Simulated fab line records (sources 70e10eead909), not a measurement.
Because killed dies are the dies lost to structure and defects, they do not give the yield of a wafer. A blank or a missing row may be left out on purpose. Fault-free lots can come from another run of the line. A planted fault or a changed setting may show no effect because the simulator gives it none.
Which tool did it? | flow nandHarc | 39 wafers from 13 lots sampled at 5 of the route's 1159 steps

== WHAT EACH GAUGE READ, for each wafer ==
NHARC_END_WLT_00. Usual: VT_DECK1_BOTTOM 0.869, standard deviation 0.0078; VT_DECK1_BOTTOM_INNER 0.869, standard deviation 0.0075; VT_DECK1_MEDIAN_NEAR_BOTTOM 0.870, standard deviation 0.0075; VT_DECK1_MEDIAN_NEAR_BOTTOM_INNER 0.870, standard deviation 0.0072; VT_DECK1_MIDDLE 0.881, standard deviation 0.0072; VT_DECK1_MIDDLE_INNER 0.881, standard deviation 0.0072; VT_DECK1_TOP 0.893, standard deviation 0.0075; VT_DECK1_TOP_INNER 0.893, standard deviation 0.0073.
lot  | measured     | on        | VT_DECK1_BOTTOM   | VT_DECK1_BOTTOM_INNER | VT_DECK1_MEDIAN_NEAR_BOTTOM | VT_DECK1_MEDIAN_NEAR_BOTTOM_INNER | VT_DECK1_MIDDLE   | VT_DECK1_MIDDLE_INNER | VT_DECK1_TOP      | VT_DECK1_TOP_INNER | flag
L297 | day 19 05:42 | prober-01 | 0.862 0.857 0.864 | 0.858 0.859 0.856     | 0.863 0.858 0.870           | 0.864 0.874 0.871                 | 0.871 0.871 0.864 | 0.867 0.871 0.878     | 0.882 0.888 0.883 | 0.885 0.883 0.878  | 
L298 | day 19 04:40 | prober-02 | 0.863 0.866 0.860 | 0.874 0.869 0.862     | 0.867 0.862 0.871           | 0.868 0.868 0.865                 | 0.879 0.881 0.883 | 0.874 0.878 0.878     | 0.895 0.900 0.893 | 0.899 0.893 0.892  | 
L299 | day 20 00:53 | prober-02 | 0.897 0.873 0.874 | 0.886 0.873 0.881     | 0.886 0.879 0.881           | 0.891 0.877 0.879                 | 0.893 0.888 0.892 | 0.893 0.888 0.883     | 0.906 0.901 0.902 | 0.903 0.905 0.909  | 
L296 | day 19 17:29 | prober-02 | 0.874 0.866 0.857 | 0.873 0.866 0.860     | 0.868 0.873 0.859           | 0.863 0.867 0.862                 | 0.875 0.879 0.878 | 0.884 0.872 0.865     | 0.886 0.889 0.893 | 0.893 0.888 0.897  | 
L300 | day 20 09:08 | prober-02 | 0.864 0.874 0.874 | 0.860 0.868 0.875     | 0.861 0.879 0.869           | 0.864 0.873 0.872                 | 0.873 0.884 0.884 | 0.874 0.880 0.881     | 0.889 0.891 0.894 | 0.897 0.885 0.884  | 
L303 | day 21 04:13 | prober-02 | 0.876 0.881 0.877 | 0.869 0.875 0.874     | 0.878 0.877 0.872           | 0.866 0.875 0.879                 | 0.884 0.882 0.885 | 0.887 0.877 0.891     | 0.904 0.896 0.898 | 0.899 0.897 0.902  | 
L305 | day 21 20:31 | prober-02 | 0.873 0.877 0.874 | 0.877 0.872 0.881     | 0.878 0.877 0.889           | 0.881 0.875 0.886                 | 0.887 0.906 0.895 | 0.893 0.890 0.898     | 0.905 0.906 0.905 | 0.910 0.906 0.907  | 
L310 | day 22 10:41 | prober-02 | 0.872 0.872 0.873 | 0.875 0.871 0.878     | 0.872 0.870 0.875           | 0.864 0.866 0.874                 | 0.886 0.879 0.888 | 0.884 0.887 0.886     | 0.898 0.891 0.897 | 0.891 0.898 0.895  | 
L309 | day 24 18:24 | prober-02 | 0.870 0.869 0.866 | 0.866 0.861 0.869     | 0.867 0.867 0.870           | 0.862 0.863 0.872                 | 0.876 0.871 0.885 | 0.873 0.879 0.879     | 0.891 0.885 0.890 | 0.898 0.887 0.889  | 
L314 | day 24 09:33 | prober-02 | 0.871 0.870 0.866 | 0.868 0.875 0.871     | 0.876 0.868 0.866           | 0.877 0.872 0.871                 | 0.880 0.877 0.885 | 0.883 0.877 0.883     | 0.902 0.898 0.894 | 0.893 0.891 0.896  | 
L316 | day 25 17:45 | prober-02 | 0.870 0.877 0.865 | 0.866 0.874 0.876     | 0.867 0.868 0.863           | 0.863 0.875 0.868                 | 0.886 0.883 0.882 | 0.878 0.880 0.886     | 0.898 0.892 0.899 | 0.897 0.896 0.900  | 
L317 | day 25 16:17 | prober-01 | 0.883 0.870 0.877 | 0.883 0.862 0.877     | 0.877 0.865 0.880           | 0.880 0.859 0.877                 | 0.889 0.888 0.883 | 0.892 0.881 0.882     | 0.886 0.897 0.895 | 0.892 0.894 0.892  | 
L318 | day 26 00:04 | prober-01 | 0.854 0.846 0.855 | 0.856 0.857 0.870     | 0.850 0.855 0.872           | 0.861 0.855 0.865                 | 0.865 0.869 0.873 | 0.869 0.875 0.872     | 0.874 0.892 0.885 | 0.883 0.884 0.876  | 

NHARC_END_SORT_01. Usual: killedAtArray 28, standard deviation 9.1; killedAtOther 0.6, standard deviation 0.87; killedAtPeriphery 3.4, standard deviation 2.7; killedDies 32, standard deviation 9; killedOpen 3.2, standard deviation 1.9; killedShort 2.0, standard deviation 1.3.
lot  | measured     | on        | killedAtArray | killedAtOther | killedAtPeriphery | killedDies | killedOpen | killedShort | flag
L314 | day 24 12:34 | prober-02 | 88 86 137     | 0 1 0         | 4 3 2             | 92 90 139  | 7 3 5      | 1 3 0       | OFF
L316 | day 25 21:22 | prober-02 | 79 92 118     | 1 0 0         | 3 2 2             | 83 94 120  | 2 1 1      | 1 3 1       | OFF
L317 | day 25 19:16 | prober-01 | 67 89 85      | 1 2 0         | 2 1 4             | 70 92 89   | 2 5 3      | 1 2 3       | OFF

== TOOL THAT RAN EACH LOT (tool first, then ch and the chambers of the sampled wafers, then the start) ==
lot  | NHARC_A_STAIRCASE_STRIP_461       | NHARC_A_BONDPAD_ANNEAL_28       | NHARC_THIN_TSV_STRIP_56
L297 | rieDiel-05 ch 1,2, day 11 19:56   | rtpAnneal-01 ch 0, day 18 04:59 | plasmaAsher-01 ch 0,1, day 18 23:36
L298 | rieDiel-05 ch 0,2,3, day 11 22:01 | rtpAnneal-01 ch 0, day 18 01:34 | plasmaAsher-02 ch 0,1, day 18 22:23
L299 | rieDiel-05 ch 1,2,3, day 12 02:29 | rtpAnneal-01 ch 0, day 18 14:38 | plasmaAsher-01 ch 0,1, day 19 11:42
L296 | rieDiel-05 ch 0,3, day 12 08:17   | rtpAnneal-02 ch 0, day 18 15:19 | plasmaAsher-01 ch 0,1, day 19 12:58
L300 | rieDiel-09 ch 0,1, day 12 15:43   | rtpAnneal-02 ch 0, day 18 16:20 | plasmaAsher-01 ch 0,1, day 19 13:55
L303 | rieDiel-13 ch 0,1, day 13 16:31   | rtpAnneal-01 ch 0, day 20 00:32 | plasmaAsher-01 ch 0,1, day 20 22:16
L305 | rieDiel-05 ch 2,3, day 13 20:13   | rtpAnneal-01 ch 0, day 20 16:55 | plasmaAsher-02 ch 0,1, day 21 15:06
L310 | rieDiel-09 ch 0,1,2, day 14 13:28 | rtpAnneal-02 ch 0, day 20 22:37 | plasmaAsher-02 ch 0,1, day 21 20:44
L309 | rieDiel-05 ch 0,1,3, day 15 02:51 | rtpAnneal-01 ch 0, day 21 23:12 | plasmaAsher-01 ch 0,1, day 23 00:46
L314 | rieDiel-05 ch 0,3, day 15 18:28   | rtpAnneal-01 ch 0, day 22 04:59 | plasmaAsher-02 ch 0,1, day 22 23:01
L316 | rieDiel-05 ch 0,1,3, day 16 10:14 | rtpAnneal-02 ch 0, day 23 04:20 | plasmaAsher-01 ch 0,1, day 24 00:18
L317 | rieDiel-05 ch 1,3, day 16 17:52   | rtpAnneal-01 ch 0, day 23 02:25 | plasmaAsher-01 ch 0,1, day 23 22:33
L318 | rieDiel-09 ch 1,2,3, day 17 01:13 | rtpAnneal-02 ch 0, day 23 14:14 | plasmaAsher-01 ch 0,1, day 24 10:22
- NHARC_A_STAIRCASE_STRIP_461: strips in O2/COS.
- NHARC_A_BONDPAD_ANNEAL_28: time 90 s.
- NHARC_THIN_TSV_STRIP_56: strips in O2.

== AS READ BY THE TOOLS THEMSELVES (means over the sampled wafers that have a number; for cases with no such wafer, the mark the record gives instead) ==
NHARC_A_BONDPAD_ANNEAL_28. Usual: wafer_temp_C_max 226.1, standard deviation 0.34.
lot  | tool         | wafer_temp_C_max | flag
L297 | rtpAnneal-01 | 225.6            | 
L298 | rtpAnneal-01 | 225.9            | 
L299 | rtpAnneal-01 | 225.9            | 
L296 | rtpAnneal-02 | 226.4            | 
L300 | rtpAnneal-02 | 226.2            | 
L303 | rtpAnneal-01 | 226.0            | 
L305 | rtpAnneal-01 | 225.8            | 
L310 | rtpAnneal-02 | 226.6            | 
L309 | rtpAnneal-01 | 225.9            | 
L314 | rtpAnneal-01 | 225.9            | 
L316 | rtpAnneal-02 | 226.1            | 
L317 | rtpAnneal-01 | 226.2            | 
L318 | rtpAnneal-02 | 226.2            | 

NHARC_THIN_TSV_STRIP_56. Usual: drypumpMotorCurrentA 6.0 A, standard deviation 0.33; heaterPowerW 328 W, standard deviation 22.
lot  | tool           | drypumpMotorCurrentA (A) | heaterPowerW (W) | flag
L297 | plasmaAsher-01 | 6.1                      | 337              | 
L298 | plasmaAsher-02 | 5.7                      | 326              | 
L299 | plasmaAsher-01 | 6.1                      | 338              | 
L296 | plasmaAsher-01 | 6.2                      | 336              | 
L300 | plasmaAsher-01 | 6.2                      | 333              | 
L303 | plasmaAsher-01 | 6.2                      | 343              | 
L305 | plasmaAsher-02 | 5.6                      | 301              | 
L310 | plasmaAsher-02 | 5.6                      | 301              | 
L309 | plasmaAsher-01 | 6.2                      | 347              | 
L314 | plasmaAsher-02 | 5.8                      | 320              | 
L316 | plasmaAsher-01 | 6.2                      | 343              | 
L317 | plasmaAsher-01 | 6.2                      | 340              | 
L318 | plasmaAsher-01 | 6.2                      | 340              | 

== THE ANSWER, worked out from the rows above alone ==
Rule: a lot counts as off when the mean over its wafers that have a number is more than 3 standard deviations away from the usual mean. A lot without any number at a reading at which 4 lots or more have one is off too. Where the step has rows for the other lots, those lots are counted as sound. Order of review: gauges by route order, followed by the tools' own readings, for which a lot's mean as printed above is used. At the first step where some lot is off, the reading lying furthest off is the one used; lots without a number count as furthest.
Off: L314, L316, L317 (NHARC_END_SORT_01, killedDies). Neither off nor sound, because the step has no rows for them: L297, L298, L299, L296, L300, L303, L305, L310, L309, L318.
A tool fits if, at a process step before that reading, it ran every lot that is off, and no sound lot after the first of them. Gauges at NHARC_END_SORT_01: tried the same way as those tools. One candidate fits, namely rieDiel-05 at NHARC_A_STAIRCASE_STRIP_461. It ran no sound lot before its first lot that is off in this sample, so the start can't be narrowed down.

== WHAT THE SIMULATOR PUT IN ==
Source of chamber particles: rieDiel-05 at NHARC_A_STAIRCASE_STRIP_461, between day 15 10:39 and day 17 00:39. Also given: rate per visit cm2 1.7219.
Shown lots that were struck: L314, L317, L316. The rule given above showed the same thing.
